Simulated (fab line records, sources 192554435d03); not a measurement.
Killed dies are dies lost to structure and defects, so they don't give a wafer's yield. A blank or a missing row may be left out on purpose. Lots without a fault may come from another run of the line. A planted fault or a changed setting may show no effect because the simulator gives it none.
Chamber matching | flow n5_finfet | N5_BEOL_M1_DESCUM_33 on rie_diel-03: 4 sister chambers
The step chemistry O2, time 7 s. 16 wafers are shown with their chamber, then 8 later ones without.

WAFERS WITH THEIR CHAMBER
wafer  | chamber | showerhead_plenum_p_Torr (Torr) | throttle_valve_pct (%) | drypump_motor_current_A (A)
L074.3 | 1       | 2.00                            | 20.8                   | 6.8
L074.5 | 2       | 2.13                            | 20.3                   | 6.2
L074.6 | 3       | 2.00                            | 19.9                   | 5.8
L075.2 | 1       | 2.00                            | 20.9                   | 6.8
L075.5 | 2       | 2.13                            | 20.3                   | 6.2
L075.6 | 1       | 2.00                            | 20.8                   | 6.7
L077.2 | 0       | 2.19                            | 20.8                   | 5.7
L077.3 | 1       | 2.00                            | 20.8                   | 6.8
L077.4 | 1       | 2.00                            | 20.8                   | 6.8
L086.2 | 3       | 1.99                            | 19.9                   | 5.9
L086.4 | 2       | 2.12                            | 20.3                   | 6.2
L086.6 | 2       | 2.12                            | 20.3                   | 6.2
L087.1 | 2       | 2.12                            | 20.3                   | 6.2
L087.2 | 1       | 2.00                            | 20.9                   | 6.8
L087.3 | 3       | 1.99                            | 19.9                   | 5.8
L089.1 | 1       | 2.00                            | 20.9                   | 6.8

SIGNATURES (means of the wafers above)
reading                  | chamber 0 | chamber 1 | chamber 2 | chamber 3 | scatter within a chamber
showerhead_plenum_p_Torr | 2.1900    | 2.0000    | 2.1240    | 1.9933    | 0.00394
throttle_valve_pct       | 20.800    | 20.843    | 20.300    | 19.900    | 0.0378
drypump_motor_current_A  | 5.700     | 6.786     | 6.200     | 5.833     | 0.0356
Rule: a wafer's distance from a chamber is the root of the sum, over the readings, of the square of ((its reading less the chamber's mean) divided by the reading's scatter). The wafer belongs to the nearest chamber; if the next one is less than 2 further off, it can't be placed. The scatter: the root of (the sum of the squares of (reading less its chamber's mean) over the shown wafers, divided by (wafers less chambers)).

WAFERS WITHOUT THEIR CHAMBER
wafer  | showerhead_plenum_p_Torr (Torr) | throttle_valve_pct (%) | drypump_motor_current_A (A)
L089.3 | 2.12                            | 20.3                   | 6.2
L089.4 | 2.18                            | 20.9                   | 5.7
L091.3 | 2.18                            | 20.9                   | 5.8
L091.4 | 1.99                            | 19.9                   | 5.9
L091.6 | 1.99                            | 19.9                   | 5.8
L095.3 | 2.17                            | 20.9                   | 5.7
L095.5 | 1.99                            | 20.9                   | 6.8
L095.6 | 2.17                            | 20.9                   | 5.8

WHICH CHAMBER EACH WENT THROUGH
wafer  | from the rows above | in truth
L089.3 | 2                   | 2
L089.4 | 0                   | 0
L091.3 | 0                   | 0
L091.4 | 3                   | 3
L091.6 | 3                   | 3
L095.3 | 0                   | 0
L095.5 | 1                   | 1
L095.6 | 0                   | 0
Placed correctly: 8 of 8. Can't be placed from these rows: 0. Placed wrongly: 0.
